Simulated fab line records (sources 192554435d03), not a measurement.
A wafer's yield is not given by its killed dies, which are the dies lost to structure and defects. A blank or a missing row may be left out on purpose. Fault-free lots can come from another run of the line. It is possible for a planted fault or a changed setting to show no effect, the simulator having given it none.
Split-lot experiment / flow n5_finfet / 21 wafers read across 7 lots, on a route 1938 steps long

ABOUT THE SPLIT
At N5_BEOL_M2_COAT_68 (time 60 s, resist thk 12 nm), the setting spin_rpm was moved away from the recipe's 1500 rpm on 4 of the 21 wafers read, by -6.5% to +5.1%. All remaining wafers had this setting at the recipe value.

FROM THE SPLIT TO THE READING: what the file shows between them, 6 steps
- N5_BEOL_M2_EXPOSE_25: exposes mask V1, defocus 5 nm (also split here: dose_mj)
- N5_BEOL_M2_PEB_26: peb time 60 s
- N5_BEOL_M2_DEVELOP_27: develop time 30 s
- N5_BEOL_M2_CD_MEAS_28: target cd 26.2 nm, target cd y 24.1 nm
- N5_BEOL_M2_DESCUM_33: chemistry O2, time 7 s
- N5_BEOL_M2_ETCH_77: etches underlayer in N2/H2, target depth 6.5 nm, time 5.2 s

THE READING
etch.depth_nm (the simulator's own value, which no gauge read), in nm, at N5_BEOL_M2_ETCH_69 (etches SiARC in CF4, target depth 15.6 nm, time 26 s). The file does not state a usual value for it. The 17 wafers here that ran the recipe average 12.01 nm, standard deviation 0.047 nm.

wafer=L078.3; tool, chamber at the split=litho_track-04, 0; spin_rpm as run, rpm=1500; against the recipe=recipe; etch.depth_nm, nm=11.92; against lot-mates on the recipe=-
wafer=L078.5; tool, chamber at the split=litho_track-04, 0; spin_rpm as run, rpm=1500; against the recipe=recipe; etch.depth_nm, nm=11.99; against lot-mates on the recipe=-
wafer=L078.6; tool, chamber at the split=litho_track-04, 0; spin_rpm as run, rpm=1500; against the recipe=recipe; etch.depth_nm, nm=12.05; against lot-mates on the recipe=-
wafer=L079.1; tool, chamber at the split=litho_track-02, 0; spin_rpm as run, rpm=1576; against the recipe=+5.1%; etch.depth_nm, nm=11.76; against lot-mates on the recipe=-0.29
wafer=L079.3; tool, chamber at the split=litho_track-02, 0; spin_rpm as run, rpm=1576; against the recipe=+5.1%; etch.depth_nm, nm=11.76; against lot-mates on the recipe=-0.29
wafer=L079.2; tool, chamber at the split=litho_track-02, 0; spin_rpm as run, rpm=1500; against the recipe=recipe; etch.depth_nm, nm=12.05; against lot-mates on the recipe=-
wafer=L084.2; tool, chamber at the split=litho_track-03, 0; spin_rpm as run, rpm=1500; against the recipe=recipe; etch.depth_nm, nm=12.03; against lot-mates on the recipe=-
wafer=L084.3; tool, chamber at the split=litho_track-03, 0; spin_rpm as run, rpm=1500; against the recipe=recipe; etch.depth_nm, nm=12.05; against lot-mates on the recipe=-
wafer=L084.4; tool, chamber at the split=litho_track-03, 0; spin_rpm as run, rpm=1500; against the recipe=recipe; etch.depth_nm, nm=12.05; against lot-mates on the recipe=-
wafer=L086.1; tool, chamber at the split=litho_track-03, 0; spin_rpm as run, rpm=1500; against the recipe=recipe; etch.depth_nm, nm=12.04; against lot-mates on the recipe=-
wafer=L086.5; tool, chamber at the split=litho_track-03, 0; spin_rpm as run, rpm=1500; against the recipe=recipe; etch.depth_nm, nm=12.04; against lot-mates on the recipe=-
wafer=L086.6; tool, chamber at the split=litho_track-03, 0; spin_rpm as run, rpm=1500; against the recipe=recipe; etch.depth_nm, nm=12.09; against lot-mates on the recipe=-
wafer=L089.2; tool, chamber at the split=litho_track-04, 0; spin_rpm as run, rpm=1402; against the recipe=-6.5%; etch.depth_nm, nm=12.45; against lot-mates on the recipe=+0.46
wafer=L089.5; tool, chamber at the split=litho_track-04, 0; spin_rpm as run, rpm=1500; against the recipe=recipe; etch.depth_nm, nm=11.99; against lot-mates on the recipe=-
wafer=L089.6; tool, chamber at the split=litho_track-04, 0; spin_rpm as run, rpm=1402; against the recipe=-6.5%; etch.depth_nm, nm=12.39; against lot-mates on the recipe=+0.40
wafer=L092.2; tool, chamber at the split=litho_track-03, 0; spin_rpm as run, rpm=1500; against the recipe=recipe; etch.depth_nm, nm=11.96; against lot-mates on the recipe=-
wafer=L092.3; tool, chamber at the split=litho_track-03, 0; spin_rpm as run, rpm=1500; against the recipe=recipe; etch.depth_nm, nm=11.97; against lot-mates on the recipe=-
wafer=L092.6; tool, chamber at the split=litho_track-03, 0; spin_rpm as run, rpm=1500; against the recipe=recipe; etch.depth_nm, nm=11.97; against lot-mates on the recipe=-
wafer=L094.2; tool, chamber at the split=litho_track-04, 0; spin_rpm as run, rpm=1500; against the recipe=recipe; etch.depth_nm, nm=11.93; against lot-mates on the recipe=-
wafer=L094.5; tool, chamber at the split=litho_track-04, 0; spin_rpm as run, rpm=1500; against the recipe=recipe; etch.depth_nm, nm=11.98; against lot-mates on the recipe=-
wafer=L094.6; tool, chamber at the split=litho_track-04, 0; spin_rpm as run, rpm=1500; against the recipe=recipe; etch.depth_nm, nm=11.98; against lot-mates on the recipe=-

THE FIT
A straight line over all 21 wafers: etch.depth_nm changes by -0.0576 nm for each +1% of spin_rpm; r = -0.95; the points scatter about the line by 0.049 nm.
The same after taking each lot's own level away (the mean of its wafers on the recipe; 21 wafers): -0.0625 nm for each +1%; r = -0.99; scatter 0.029 nm.
The reading moves by 0.41 nm for the largest change in spin_rpm, on that fit.
From 11.963 to 12.057 nm: that is the span of the lots' own levels, equal to 2.0 times the standard deviation above.
Consequently the slope shifts little with the lot-to-lot level, the two slopes agreeing.
Check: with one of the wafers moved furthest among these (-6.5%) left out of the fit, the line predicts +0.388 nm for it against its lot-mates. Against them it came out at +0.46 nm.

THESE WAFERS: OTHER SPLITS
Note: prior to the reading, these wafers also went through further splits. Each is held against what the fit with the lots' levels taken away leaves over:
other split on the same wafers=N5_MOL_CONTACT_COAG_ETCH_124 bias_w; wafers away from the commonest value=7; r with etch.depth_nm (lot level and that fit taken away)=+0.11
other split on the same wafers=N5_BEOL_M0_SAQP_ETCH_84 time_s; wafers away from the commonest value=8; r with etch.depth_nm (lot level and that fit taken away)=+0.17
other split on the same wafers=N5_BEOL_M1_ETCH_77 source_w; wafers away from the commonest value=7; r with etch.depth_nm (lot level and that fit taken away)=+0.22
other split on the same wafers=N5_BEOL_M1_TRENCH_ETCH_37 time_s; wafers away from the commonest value=8; r with etch.depth_nm (lot level and that fit taken away)=-0.18
other split on the same wafers=N5_BEOL_M2_EXPOSE_25 dose_mj; wafers away from the commonest value=7; r with etch.depth_nm (lot level and that fit taken away)=-0.33

THE WHOLE CHAIN: every reading that the file lists as answering this split, in the file's order
step=N5_BEOL_M2_COAT_68; what it does=time 60 s, resist thk 12 nm; reading=SiARC_of_BEOL_M2_COAT_68.thk_nm (the simulator's own value, which no gauge read); change (the file's fit)=-0.0531 nm for each +1% of the setting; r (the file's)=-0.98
step=N5_BEOL_M2_ETCH_69; what it does=etches SiARC in CF4, target depth 15.6 nm, time 26 s; reading=etch.depth_nm (the simulator's own value, which no gauge read); change (the file's fit)=-0.0623 nm for each +1% of the setting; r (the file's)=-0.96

THE FILE'S OWN FIT
etch.depth_nm changes by -0.0623 nm for each +1% of spin_rpm, r = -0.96.
